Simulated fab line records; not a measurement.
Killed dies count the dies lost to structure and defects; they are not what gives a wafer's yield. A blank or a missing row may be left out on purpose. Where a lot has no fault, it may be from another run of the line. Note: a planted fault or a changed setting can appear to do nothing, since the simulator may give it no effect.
Split-lot experiment -- flow n5Finfet -- 21 wafers read from 7 lots, route of 1938 steps

SPLIT DETAILS
At N5_MOL_CONTACT_COAG_COAT_104 (time 60 s, resist thk 12 nm), the setting spinRpm was moved away from the recipe's 1500 rpm on 4 of the 21 wafers read, by -9.9% to -4.0%. For the rest of the wafers, this setting stayed at what the recipe calls for.

The reading comes from the split's own step.

THE READING
SiARC_of_MOL_CONTACT_COAG_COAT_104.thkNm (the simulator's own value, which no gauge read), in nm, at N5_MOL_CONTACT_COAG_COAT_104 (time 60 s, resist thk 12 nm). No usual value for it is given in the file.

wafer,"tool, chamber at the split","spinRpm as run, rpm",against the recipe,"SiARC_of_MOL_CONTACT_COAG_COAT_104.thkNm, nm",against lot-mates on the recipe
L079.2,"lithoTrack-04, 0",1429,-4.7%,12.4,+0.4
L079.3,"lithoTrack-04, 0",1429,-4.7%,12.4,+0.4
L079.4,"lithoTrack-04, 0",1500,recipe,12,-
L084.2,"lithoTrack-01, 0",1500,recipe,12,-
L084.3,"lithoTrack-01, 0",1500,recipe,12,-
L084.5,"lithoTrack-01, 0",1500,recipe,12,-
L089.3,"lithoTrack-01, 0",1500,recipe,12,-
L089.5,"lithoTrack-01, 0",1500,recipe,12,-
L089.6,"lithoTrack-01, 0",1500,recipe,12,-
L093.1,"lithoTrack-01, 0",1500,recipe,12,-
L093.6,"lithoTrack-01, 0",1500,recipe,12,-
L093.4,"lithoTrack-01, 0",1351,-9.9%,12.6,+0.6
L092.1,"lithoTrack-05, 0",1500,recipe,12,-
L092.2,"lithoTrack-05, 0",1500,recipe,12,-
L092.5,"lithoTrack-05, 0",1500,recipe,12,-
L096.2,"lithoTrack-05, 0",1500,recipe,12,-
L096.3,"lithoTrack-05, 0",1500,recipe,12,-
L096.5,"lithoTrack-05, 0",1440,-4.0%,12.2,+0.2
L097.1,"lithoTrack-05, 0",1500,recipe,12,-
L097.4,"lithoTrack-05, 0",1500,recipe,12,-
L097.6,"lithoTrack-05, 0",1500,recipe,12,-

THE FIT
A straight line over all 21 wafers: SiARC_of_MOL_CONTACT_COAG_COAT_104.thkNm changes by -0.0657 nm for each +1% of spinRpm; r = -0.98; the points scatter about the line by 0.034 nm.
The same after taking each lot's own level away (the mean of its wafers on the recipe; 21 wafers): -0.0657 nm for each +1%; r = -0.98; scatter 0.034 nm.
That fit puts the effect of the largest move of spinRpm on the reading at 0.65 nm.
The lots' own levels span 12.00 to 12.00 nm.
Hence the lot-to-lot level has little effect on the slope; both slopes agree.
Check: with one of the wafers moved furthest among these (-9.9%) left out of the fit, the line predicts +0.75 nm for it against its lot-mates. It came out at +0.6 nm against them.

ADDITIONAL SPLITS CARRIED BY THESE WAFERS
Other splits were also applied to these wafers ahead of the reading. Each is held against what the fit with the lots' levels taken away leaves over:
other split on the same wafers,wafers away from the commonest value,r with SiARC_of_MOL_CONTACT_COAG_COAT_104.thkNm (lot level and that fit taken away)
N5_WELL_APT_EXPOSE_05 doseMj,10,-0.08
N5_FIN_CUT_CUT_ETCH_26 sourceW,7,+0.08
N5_DUMMY_GATE_COAT_34 spinRpm,7,+0.25
N5_DUMMY_GATE_COAT_28 spinRpm,8,-0.11
N5_SD_EPI_N_ETCH_16 targetDepthA,5,-0.01
N5_SD_EPI_N_EPI_21 timeS,12,+0.26
N5_HKMG_FIN_PEB_10 pebTimeS,7,+0.46

THE FILE'S OWN FIT
SiARC_of_MOL_CONTACT_COAG_COAT_104.thkNm changes by -0.0631 nm for each +1% of spinRpm, r = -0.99.
